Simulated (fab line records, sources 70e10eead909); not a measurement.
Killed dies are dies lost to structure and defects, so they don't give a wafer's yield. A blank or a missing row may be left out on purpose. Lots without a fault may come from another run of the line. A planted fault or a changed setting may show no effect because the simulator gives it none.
Which tool did it? | flow nand_harc | 14 lots, 42 wafers sampled, at 4 steps of a route of 1302

WHAT THE GAUGES READ, wafer by wafer
NHARC_A_BLC_CD_MEAS_10: target cd 100 nm. Usual: cd_nm 100.0 nm, standard deviation 0.64.
lot  | measured     | on        | cd_nm (nm)        | flag
L951 | day 22 21:01 | cd_sem-01 | 99.5 100.5 100.3  |
L949 | day 22 22:04 | cd_sem-02 | 99.3 100.0 99.5   |
L950 | day 23 00:07 | cd_sem-03 | 99.8 99.5 99.5    |
L952 | day 24 07:38 | cd_sem-03 | 100.3 100.1 100.3 |
L954 | day 24 10:29 | cd_sem-01 | 45.8 44.9 45.3    | OFF
L953 | day 24 12:36 | cd_sem-01 | 45.4 46.1 45.1    | OFF
L959 | day 26 12:20 | cd_sem-03 | 101.2 99.5 99.6   |
L960 | day 27 01:10 | cd_sem-01 | 101.1 100.5 100.1 |
L961 | day 27 02:53 | cd_sem-03 | 99.7 98.9 100.6   |
L963 | day 28 03:43 | cd_sem-01 | 100.6 99.9 100.0  |
L964 | day 28 05:35 | cd_sem-02 | 99.7 100.7 100.0  |
L965 | day 30 02:58 | cd_sem-01 | 99.7 100.2 98.9   |
L970 | day 31 21:37 | cd_sem-01 | 99.9 100.7 99.8   |
L971 | day 32 03:21 | cd_sem-02 | 100.0 99.4 100.0  |

WHICH TOOL RAN EACH LOT (tool, then ch and the chambers of the sampled wafers, then the start)
lot  | NHARC_A_CONTACT_ETCH_138             | NHARC_A_CONTACT_ETCH_92            | NHARC_A_BLC_PEB_08
L951 | har_cap_etch-02 ch 0, day 22 17:05   | rie_diel-08 ch 1,3, day 22 17:52   | litho_track-01 ch 0, day 22 20:56
L949 | har_cap_etch-03 ch 0,1, day 22 18:12 | rie_diel-08 ch 0,1,3, day 22 19:02 | litho_track-01 ch 0, day 22 21:59
L950 | har_cap_etch-01 ch 0,1, day 22 20:11 | rie_diel-08 ch 0,1,3, day 22 21:01 | litho_track-06 ch 0, day 23 00:02
L952 | har_cap_etch-02 ch 0,1, day 24 03:39 | rie_diel-13 ch 0,2,3, day 24 04:29 | litho_track-01 ch 0, day 24 07:34
L954 | har_cap_etch-01 ch 0,1, day 24 06:42 | rie_diel-13 ch 2,3, day 24 07:27   | litho_track-01 ch 0, day 24 10:24
L953 | har_cap_etch-02 ch 0,1, day 24 08:40 | rie_diel-08 ch 2,3, day 24 09:28   | litho_track-01 ch 0, day 24 12:31
L959 | har_cap_etch-01 ch 0,1, day 26 08:21 | rie_diel-08 ch 0,1,2, day 26 09:13 | litho_track-06 ch 0, day 26 12:16
L960 | har_cap_etch-01 ch 0,1, day 26 21:15 | rie_diel-08 ch 0,3, day 26 22:00   | litho_track-06 ch 0, day 27 01:05
L961 | har_cap_etch-03 ch 0,1, day 26 22:53 | rie_diel-13 ch 0,2,3, day 26 23:43 | litho_track-06 ch 0, day 27 02:48
L963 | har_cap_etch-02 ch 0,1, day 27 23:52 | rie_diel-08 ch 0,3, day 28 00:34   | litho_track-04 ch 0, day 28 03:38
L964 | har_cap_etch-01 ch 0,1, day 28 01:40 | rie_diel-08 ch 0,1, day 28 02:25   | litho_track-04 ch 0, day 28 05:31
L965 | har_cap_etch-02 ch 0,1, day 29 22:16 | rie_diel-08 ch 0,3, day 29 23:01   | litho_track-04 ch 0, day 30 02:53
L970 | har_cap_etch-03 ch 0,1, day 31 17:41 | rie_diel-09 ch 1,2, day 31 18:29   | litho_track-04 ch 0, day 31 21:32
L971 | har_cap_etch-02 ch 0,1, day 31 23:20 | rie_diel-08 ch 1,2,3, day 32 00:11 | litho_track-04 ch 0, day 32 03:16
- NHARC_A_CONTACT_ETCH_138: etches the open film in C4F8/O2/Ar, time 311 s, target depth 1914 nm.
- NHARC_A_CONTACT_ETCH_92: etches the open film in CH3F/O2, target depth 40 nm, time 85.7 s.
- NHARC_A_BLC_PEB_08: peb time 65 s.

WHAT THE TOOLS THEMSELVES READ (means of the sampled wafers that have a number; where no wafer has one, the mark that the record gives instead)
NHARC_A_CONTACT_ETCH_92. Usual: ch3f_flow_sccm 50.03 sccm, standard deviation 0.14; drypump_motor_current_A 5.8 A, standard deviation 0.5; mfc_ar_sccm 200.0 sccm, standard deviation 0.66; oes_product_au 0.933 a.u., standard deviation 0.02; rf_vpp_V 244.3 V, standard deviation 1.6; showerhead_plenum_p_Torr 2.45 Torr, standard deviation 0.097; throttle_valve_pct 20.663 %, standard deviation 0.0088.
lot  | tool        | ch3f_flow_sccm (sccm) | drypump_motor_current_A (A) | mfc_ar_sccm (sccm) | oes_product_au (a.u.) | rf_vpp_V (V) | showerhead_plenum_p_Torr (Torr) | throttle_valve_pct (%) | flag
L951 | rie_diel-08 | 49.93                 | 5.8                         | 200.5              | 0.931                 | 244.2        | 2.43                            | 20.674                 |
L949 | rie_diel-08 | 50.04                 | 5.7                         | 199.4              | 0.919                 | 244.9        | 2.43                            | 20.666                 |
L950 | rie_diel-08 | 50.10                 | 5.7                         | 200.1              | 0.929                 | 243.4        | 2.43                            | 20.674                 |
L952 | rie_diel-13 | 50.14                 | 5.7                         | 200.2              | 0.928                 | 244.9        | 2.48                            | 20.659                 |
L954 | rie_diel-13 | 50.15                 | 6.0                         | 199.8              | 0.931                 | 245.4        | 2.49                            | 20.664                 |
L953 | rie_diel-08 | 49.98                 | 5.6                         | 199.4              | 0.931                 | 246.5        | 2.57                            | 20.657                 |
L959 | rie_diel-08 | 49.96                 | 6.1                         | 200.3              | 0.932                 | 244.6        | 2.42                            | 20.668                 |
L960 | rie_diel-08 | 50.07                 | 5.6                         | 200.6              | 0.952                 | 244.8        | 2.43                            | 20.667                 |
L961 | rie_diel-13 | 50.10                 | 5.7                         | 199.8              | 0.927                 | 244.9        | 2.47                            | 20.667                 |
L963 | rie_diel-08 | 50.03                 | 5.6                         | 200.0              | 0.926                 | 243.9        | 2.42                            | 20.665                 |
L964 | rie_diel-08 | 50.03                 | 6.0                         | 200.4              | 0.919                 | 242.4        | 2.35                            | 20.654                 |
L965 | rie_diel-08 | 49.87                 | 5.6                         | 200.6              | 0.981                 | 243.9        | 2.42                            | 20.667                 |
L970 | rie_diel-09 | 50.05                 | 6.5                         | 199.9              | 0.933                 | 244.6        | 2.49                            | 20.671                 |
L971 | rie_diel-08 | 49.98                 | 5.9                         | 200.3              | 0.913                 | 244.3        | 2.49                            | 20.665                 |

NHARC_A_BLC_PEB_08. Usual: heater_power_total_W 156.5 W, standard deviation 0.44; plate_temp_C 99.99 C, standard deviation 0.14.
lot  | tool           | heater_power_total_W (W) | plate_temp_C (C) | flag
L951 | litho_track-01 | 156.7                    | 99.89            |
L949 | litho_track-01 | 156.6                    | 100.00           |
L950 | litho_track-06 | 156.5                    | 99.88            |
L952 | litho_track-01 | 156.5                    | 99.86            |
L954 | litho_track-01 | 132.5                    | 88.83            | OFF
L953 | litho_track-01 | 133.2                    | 88.83            | OFF
L959 | litho_track-06 | 156.5                    | 99.87            |
L960 | litho_track-06 | 156.9                    | 99.92            |
L961 | litho_track-06 | 156.4                    | 99.87            |
L963 | litho_track-04 | 156.5                    | 99.77            |
L964 | litho_track-04 | 156.5                    | 100.08           |
L965 | litho_track-04 | 156.7                    | 100.07           |
L970 | litho_track-04 | 156.7                    | 100.06           |
L971 | litho_track-04 | 156.7                    | 100.01           |

THE ANSWER, worked out from the rows above alone
Rule: a lot is off if the mean of its wafers that have a number lies more than 3 standard deviations from the usual mean. A lot without any number at a reading at which 4 lots or more have one is off too. The other lots that the step has rows for count as sound. The gauges are gone through in route order, then the tools' own readings, and for those a lot's mean is taken as printed above. The first step at which some lot is off is used, and at that step the reading that is off furthest; a lot without a number counts as furthest.
Off: L954, L953, at NHARC_A_BLC_CD_MEAS_10 (cd_nm).
A tool fits if, at a process step before that reading, it ran every lot that is off, and no sound lot after the first of them. The gauges at NHARC_A_BLC_CD_MEAS_10 aren't tried: what is off there is off at NHARC_A_BLC_PEB_08 too, on other tools, and a gauge's error can't cause that. One fits: litho_track-01 at NHARC_A_BLC_PEB_08. Its last sound lot is L952 (day 24 07:34), its first lot that is off L954 (day 24 10:24): a fault that began between those two fits.
The tool's own readings at NHARC_A_BLC_PEB_08 bear it out: on the lots that are off they differ by more than 5 times the standard deviation of the sound lots' means. heater_power_total_W reads 132.8 W there against 156.6 W on the sound lots; plate_temp_C reads 88.83 C there against 99.94 C on the sound lots.

WHAT THE SIMULATOR HAD PUT IN
Process parameter drift: litho_track-01, from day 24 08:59 on, at NHARC_A_BLC_PEB_08. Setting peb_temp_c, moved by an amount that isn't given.
Lots struck among those shown: L954, L953. The rule above found the same.
